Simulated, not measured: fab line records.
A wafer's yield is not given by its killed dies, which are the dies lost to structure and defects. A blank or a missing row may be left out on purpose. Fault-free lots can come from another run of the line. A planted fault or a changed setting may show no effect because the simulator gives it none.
fab line records ; flow nand_harc
record lots=5; wafers=15; last_day=23
route steps=1159 shown P_GATE@178
lots with no fault: from the same line, run without faults
start_h: start of the lot's first displayed wafer, in hours after the record's first day ; wait_h: hours since the lot's step before ; " same as the row above ; L1.1+2: several wafers, shown together as one row ; - either no value or no given start ; * or withheld: withheld ; < > ~ a bound
route shown NAME@n: names a module that has steps shown in the file, with the first one's number in the route ; usual: mean/standard deviation taken from wafers without a fault ; same: alike in all rows ; chamber/n: place in a boat ; sites: readings site by site ; _std_site: standard deviation across them ; _edge_site: outer sites' mean less inner sites' ; radius_mm: for every site, how far away it sits from the centre of the wafer ; mask NAME#n: copy n ; behind: the last tool/chamber to shape the wafer ; hold: why the lot went on hold/how many hours it stayed there/how the hold came to an end ; device: whichever transistor did not switch (one of n, p or np) ; end of line: tests run on the same wafers once the route is complete ; for a step that has no rows: nothing shown but its recipe ; killed: not the wafer's yield, but the dies lost to structure and defects at the first sort ; map: per-die view of a wafer (x killed, . not killed, _ where there is no die)
set.NAME: setting as actually run; set.NAME@STEP: the setting as run at that earlier step ; model.NAME: the simulator's own value behind a step, which no gauge read
lots seen at some steps along the route; tables by step, rows by wafer
services: the hour from which a tool's chamber was out of use, counted from the record's first day as start_h (under 0 if before that day), plus the number of hours and why
## steps
# step NHARC_P_GATE_HMDS_52
# recipe time_s=30
# usual chill_plate_temp_C=23.00/0.11
lot.wafer;tool;chamber;start_h;wait_h;chill_plate_temp_C
L080.1;litho_track-03;0;-;-;23.06
L080.2;litho_track-03;0;-;-;23.09
L080.5;litho_track-03;0;-;-;23.03
L084.2;litho_track-05;0;-;-;23.02
L084.3;litho_track-05;0;-;-;23.02
L084.6;litho_track-05;0;-;-;23.03
L087.1;litho_track-07;0;-;-;23.03
L087.3;litho_track-07;0;-;-;22.94
L087.4;litho_track-07;0;-;-;23.22
L090.3;litho_track-07;0;-;-;22.89
L090.4;litho_track-07;0;-;-;22.83
L090.6;litho_track-07;0;-;-;22.87
L092.1;litho_track-05;0;-;-;22.82
L092.2;litho_track-05;0;-;-;22.81
L092.5;litho_track-05;0;-;-;22.90
# step NHARC_P_GATE_COAT_53
# recipe spin_rpm=3000
# usual chill_plate_temp_C=23.00/0.11
lot.wafer;tool;chamber;start_h;wait_h;chill_plate_temp_C
L080.1;litho_track-03;0;-;-;23.19
L080.2;litho_track-03;0;-;-;22.99
L080.5;litho_track-03;0;-;-;23.06
L084.2;litho_track-05;0;-;-;22.96
L084.3;litho_track-05;0;-;-;22.92
L084.6;litho_track-05;0;-;-;23.01
L087.1;litho_track-07;0;-;-;23.06
L087.3;litho_track-07;0;-;-;23.05
L087.4;litho_track-07;0;-;-;22.97
L090.3;litho_track-07;0;-;-;23.12
L090.4;litho_track-07;0;-;-;23.10
L090.6;litho_track-07;0;-;-;23.04
L092.1;litho_track-05;0;-;-;23.27
L092.2;litho_track-05;0;-;-;23.02
L092.5;litho_track-05;0;-;-;23.12
# step NHARC_P_GATE_SOFTBAKE_54
# recipe temp_c=122; time_s=95
# usual chill_plate_temp_C=23.01/0.12; heater_power_total_W=160.1/0.48
lot.wafer;tool;chamber;start_h;wait_h;chill_plate_temp_C;heater_power_total_W
L080.1;litho_track-03;0;-;-;22.88;160.2
L080.2;litho_track-03;0;-;-;22.90;160.7
L080.5;litho_track-03;0;-;-;23.02;160.6
L084.2;litho_track-05;0;-;-;22.94;160.6
L084.3;litho_track-05;0;-;-;23.00;160.0
L084.6;litho_track-05;0;-;-;23.02;160.7
L087.1;litho_track-07;0;-;-;22.92;159.8
L087.3;litho_track-07;0;-;-;22.83;160.1
L087.4;litho_track-07;0;-;-;23.01;159.6
L090.3;litho_track-07;0;-;-;23.20;160.1
L090.4;litho_track-07;0;-;-;23.25;160.6
L090.6;litho_track-07;0;-;-;23.22;160.0
L092.1;litho_track-05;0;-;-;23.17;159.8
L092.2;litho_track-05;0;-;-;22.97;159.8
L092.5;litho_track-05;0;-;-;23.03;160.3
# step NHARC_P_GATE_EBR_55
# usual chill_plate_temp_C=22.98/0.12
lot.wafer;tool;chamber;start_h;wait_h;chill_plate_temp_C
L080.1;litho_track-03;0;-;-;22.90
L080.2;litho_track-03;0;-;-;23.02
L080.5;litho_track-03;0;-;-;22.88
L084.2;litho_track-05;0;-;-;22.98
L084.3;litho_track-05;0;-;-;22.89
L084.6;litho_track-05;0;-;-;22.93
L087.1;litho_track-07;0;-;-;23.09
L087.3;litho_track-07;0;-;-;23.01
L087.4;litho_track-07;0;-;-;22.91
L090.3;litho_track-07;0;-;-;23.16
L090.4;litho_track-07;0;-;-;23.13
L090.6;litho_track-07;0;-;-;23.21
L092.1;litho_track-05;0;-;-;22.96
L092.2;litho_track-05;0;-;-;22.84
L092.5;litho_track-05;0;-;-;23.10
# step NHARC_P_GATE_EXPOSE_56
# recipe na=0.6; target_cd_nm=720; dose_mj=14.81; mask_id=P_PSD
lot.wafer;tool;chamber;start_h;wait_h;mask
L080.1+2+5;krf_scanner-02;0;132.92;-;P_PSD#0
L084.2+3+6;krf_scanner-02;0;162.56;-;P_PSD#0
L087.1+3+4;krf_scanner-01;0;178.89;-;P_PSD#0
L090.3+4+6;krf_scanner-02;0;199.18;-;P_PSD#0
L092.1+2+5;krf_scanner-01;0;211.30;-;P_PSD#0
# step NHARC_P_GATE_PEB_57
# recipe peb_temp_c=118; peb_time_s=85
# usual chill_plate_temp_C=23.02/0.1; heater_power_total_W=163.95/0.25
lot.wafer;tool;chamber;start_h;wait_h;chill_plate_temp_C;heater_power_total_W
L080.1;litho_track-05;0;132.98;0.1;23.04;163.99
L080.2;litho_track-05;0;132.98;0.1;23.12;163.75
L080.5;litho_track-05;0;132.98;0.1;23.04;164.00
L084.2;litho_track-03;0;162.62;0.1;23.10;164.13
L084.3;litho_track-03;0;162.62;0.1;22.89;163.65
L084.6;litho_track-03;0;162.62;0.1;22.94;164.04
L087.1;litho_track-03;0;178.96;0.1;23.27;164.02
L087.3;litho_track-03;0;178.96;0.1;23.03;163.86
L087.4;litho_track-03;0;178.96;0.1;23.19;164.28
L090.3;litho_track-07;0;199.23;0.1;23.13;163.55
L090.4;litho_track-07;0;199.23;0.1;22.92;164.04
L090.6;litho_track-07;0;199.23;0.1;23.06;163.66
L092.1;litho_track-05;0;211.37;0.1;22.92;163.92
L092.2;litho_track-05;0;211.37;0.1;23.02;163.74
L092.5;litho_track-05;0;211.37;0.1;22.97;164.05
# step NHARC_P_GATE_DEVELOP_58
# recipe time_s=70
# usual chill_plate_temp_C=23.04/0.1
lot.wafer;tool;chamber;start_h;wait_h;chill_plate_temp_C
L080.1;litho_track-05;0;-;-;22.93
L080.2;litho_track-05;0;-;-;23.06
L080.5;litho_track-05;0;-;-;22.99
L084.2;litho_track-03;0;-;-;22.89
L084.3;litho_track-03;0;-;-;22.99
L084.6;litho_track-03;0;-;-;22.99
L087.1;litho_track-03;0;-;-;22.92
L087.3;litho_track-03;0;-;-;23.00
L087.4;litho_track-03;0;-;-;23.25
L090.3;litho_track-07;0;-;-;23.13
L090.4;litho_track-07;0;-;-;23.03
L090.6;litho_track-07;0;-;-;23.08
L092.1;litho_track-05;0;-;-;23.09
L092.2;litho_track-05;0;-;-;23.03
L092.5;litho_track-05;0;-;-;23.12
## services
tool;chamber;start_h;hours;kind
krf_scanner-01;0;145.36;-;calibration
krf_scanner-02;-;152.48;0.2;repair
litho_track-07;-;189.00;7.0;pm
krf_scanner-02;-;210.00;4.0;pm
## key
fault none
